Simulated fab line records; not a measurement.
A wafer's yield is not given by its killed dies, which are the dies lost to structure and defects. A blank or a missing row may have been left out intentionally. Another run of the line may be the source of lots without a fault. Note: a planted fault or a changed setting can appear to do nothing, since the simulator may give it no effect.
A struck lot beside a sound one    flow n5-finfet    32 steps out of a route of 1938
Sound: wafers L511.1, L511.4, L511.5. Wafers L520.2, L520.3, L520.6 were the ones struck. Last of all comes the cause.
Each step with rows lists, per side, the tool, then ch with its chambers, then its first start. Under that, the readings that differ: sound wafers    struck wafers    difference of the means    sigmas: that difference in standard deviations of wafers without a fault.
alike: readings whose means differ by less than 2 such deviations, and words and numbers that are the same on both sides. not compared: withheld readings, readings that some wafer has no value for, bounds like >300 that may hide the same value, and numbers for which the record gives no deviation and whose values overlap.
The two part at a step that has a row with sigmas, a row that says differs or no value, or rows on one side only. Numbers that don't overlap but have no deviation are shown without sigmas and don't part them. Lack of a reading on every wafer of one side parts them only where that side has two or more wafers.

first, 10 steps without rows for these wafers: N5_SD_EPI_P_SRD_20 (time 30 s); N5_SD_EPI_P_PRECLEAN_51 (cleans in NF3:NH3, afs cycles 1, time 20 s, sublimation time 60 s); N5_SD_EPI_P_VAPOR_ETCH_44 (etches SiGe30 in NF3/Ar, time 3.3 s); N5_SD_EPI_P_EPI_21 (deposits SiGe:B, time 355 s); N5_SD_EPI_P_HM_STRIP_48 (strips SiNx in H3PO4, material SiNx, target depth 3 nm); N5_SD_EPI_P_SRD_49 (time 30 s); N5_SD_EPI_P_PRECLEAN_24 (cleans in O3/DIW, time 45 s); N5_SD_EPI_P_PRECLEAN_32 (cleans in dHF, time 10 s); N5_SD_EPI_P_PRECLEAN_33 (cleans in SC2, time 45 s); N5_SD_EPI_P_SRD_25 (time 30 s).
N5_SD_ACTIVATION_RTA_00: time 0 s.
  sound on rtp-anneal-01 ch 0, day 4 14:59; struck on rtp-anneal-01 ch 0, day 6 21:39
reading              sound              struck             difference  sigmas
lamp-power-pct (%)   8.90 8.95 8.79     9.37 9.45 9.45     +0.54       +10
lamp_zone_1_pct (%)  9.001 8.952 8.986  9.384 9.419 9.377  +0.414      +16
lamp_zone_2_pct (%)  8.91 8.93 8.97     9.42 9.34 9.38     +0.44       +15
lamp_zone_3_pct (%)  9.007 8.986 8.975  9.363 9.400 9.448  +0.414      +14
lamp_zone_4_pct (%)  8.932 8.962 8.974  9.386 9.450 9.418  +0.462      +18
lamp_zone_5_pct (%)  8.962 8.985 8.975  9.388 9.368 9.393  +0.409      +15
lamp_zone_6_pct (%)  8.877 8.873 8.857  9.380 9.314 9.341  +0.476      +18
lamp_zone_7_pct (%)  9.40 9.38 9.35     9.78 9.78 9.84     +0.42       +14
  alike: wafer_temp_C_max
then, 19 steps without rows for these wafers: N5_SD_ACTIVATION_LSA_01 (time 0.0008 s); N5_ILD0_LINER_00 (material SiNx, target thk 4 nm, pulse time 1 s, purge time 2 s); N5_ILD0_FCVD_FILL_01 (material SiO2 flowable, target thk 200 nm, time 328.3 s); N5_ILD0_CURE_02 (time 1800 s); N5_ILD0_CMP_03 (polishes, stops on SiNx, t overpolish 1.9 s, target thk 197.38 nm); N5_ILD0_CMP_07 (polishes SiO2 flowable, stops on poly-Si, t overpolish 1.18 s, target thk 138.88 nm); N5_ILD0_PRECLEAN_10 (cleans in NF3:NH3, afs cycles 5, time 20 s, sublimation time 60 s); N5_ILD0_ALD_15 (deposits SiNx, target thk 24 nm, pulse time 1 s, ald cycles 480); N5_ILD0_CMP_12 (polishes SiNx, stops on poly-Si, t overpolish 6 s, target thk 17.67 nm); N5_SDB_HM_DEP_00 (deposits SiNx from SiH4/NH3/N2, target thk 40 nm, time 35.3 s); N5_SDB_COAT_03 (time 60 s, resist thk 100 nm); N5_SDB_COAT_04 (time 60 s, resist thk 18 nm); N5_SDB_COAT_05 (resist thk 90 nm); N5_SDB_EBR_07; N5_SDB_SOFTBAKE_06 (time 60 s); N5_SDB_EXPOSE_08 (exposes mask SDB); N5_SDB_PEB_09 (peb time 60 s); N5_SDB_DEVELOP_10 (develop time 30 s); N5_SDB_DESCUM_16 (chemistry O2, time 7.9 s).
-- the record jumps here: 5 days lie between the struck wafers' starts before and after (it left off in module SDB and takes up again in module BEOL_M4, whose first step shown is number 1111 of the route) --
N5_BEOL_M4_RC_MEAS_101:
  sound on prober-01 ch 0, day 9 09:37; struck on prober-01 ch 0, day 11 18:04
reading              sound                      struck                      difference  sigmas
DIBL_N (mV/V)        35.6 35.8 36.3             52.7 52.2 47.8              +15.0       +11
DIBL_P (mV/V)        36.3 36.3 37.0             40.9 42.3 38.8              +4.1        +2
IOFF_N (nA/um)       0.159 0.154 0.165          0.946 0.891 0.570           +0.643      +27
IOFF_N_85C (nA/um)   3.1 3.0 3.2                14.0 13.2 9.2               +9.0        +23
IOFF_N_LIN (nA/um)   0.075 0.072 0.076          0.239 0.244 0.193           +0.151      +16
IOFF_N_LONG (nA/um)  5.62e-05 5.4e-05 5.46e-05  6.63e-05 6.47e-05 6.54e-05  +1.05e-05   +5
IOFF_P (nA/um)       0.20 0.20 0.22             0.37 0.41 0.31              +0.16       +5
IOFF_P_85C (nA/um)   3.5 3.4 3.7                5.8 6.3 5.0                 +2.2        +4
IOFF_P_LIN (nA/um)   0.095 0.093 0.100          0.150 0.161 0.136           +0.053      +4
ION_N (uA/um)        674 663 664                754 756 752                 +87         +8
ION_P (uA/um)        457 457 455                480 484 484                 +26         +4
REXT_N (ohm.um)      77.0 75.9 77.8             62.5 63.0 62.9              -14.1       -7
REXT_P (ohm.um)      101.5 100.6 100.8          94.2 92.8 94.8              -7.0        -3
SS_N (mV/dec)        71.3 71.4 72.2             77.4 76.5 74.9              +4.6        +9
VT_N (mV)            251.1 251.2 251.1          228.6 228.1 230.7           -22.0       -9
VT_N_LVT (mV)        98.2 98.9 97.8             75.4 76.2 79.4              -21.3       -8
VT_P (mV)            -252 -252 -251             -242 -239 -243              +10         +3
VT_P_LVT (mV)        -100.5 -99.7 -98.6         -90.8 -89.6 -91.6           +8.9        +3
  alike: SS_P
-- record jumps: 5 days separate the struck wafers' starts on either side; left off in module BEOL_M4, taken up again in module PASSIVATION, whose first shown step is the route's number 1936 --
N5_PASSIVATION_PROBE_49:
  sound on prober-01 at day 13 14:20; struck on prober-02 at day 16 10:05
reading                 sound           struck             difference  sigmas
sort_bin_4_leakage (%)  0 0 0           91.44 91.27 68.05  +83.59      
sort-n-pass             1087 1083 1099  1 0 261            -1002       -53
sort-yield-pct (%)      92.1 91.8 93.1  0.1 0 22.1         -84.9       -53
  alike: defect-limited-yield, killed_at_M0_to_M3, killed_at_M4_up, killed-at-contacts, killed-at-front-end, killed-at-other, killed-dies, killed-open, killed-short, sort_bin_5_function, sort_bin_6_memory

== WHERE THEY PART ==
First at N5_SD_ACTIVATION_RTA_00; last, within this record, at N5_PASSIVATION_PROBE_49.

WHY: whatever the simulator had introduced
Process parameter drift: rtp-anneal-01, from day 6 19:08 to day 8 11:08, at N5_SD_ACTIVATION_RTA_00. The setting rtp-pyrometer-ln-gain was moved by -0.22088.
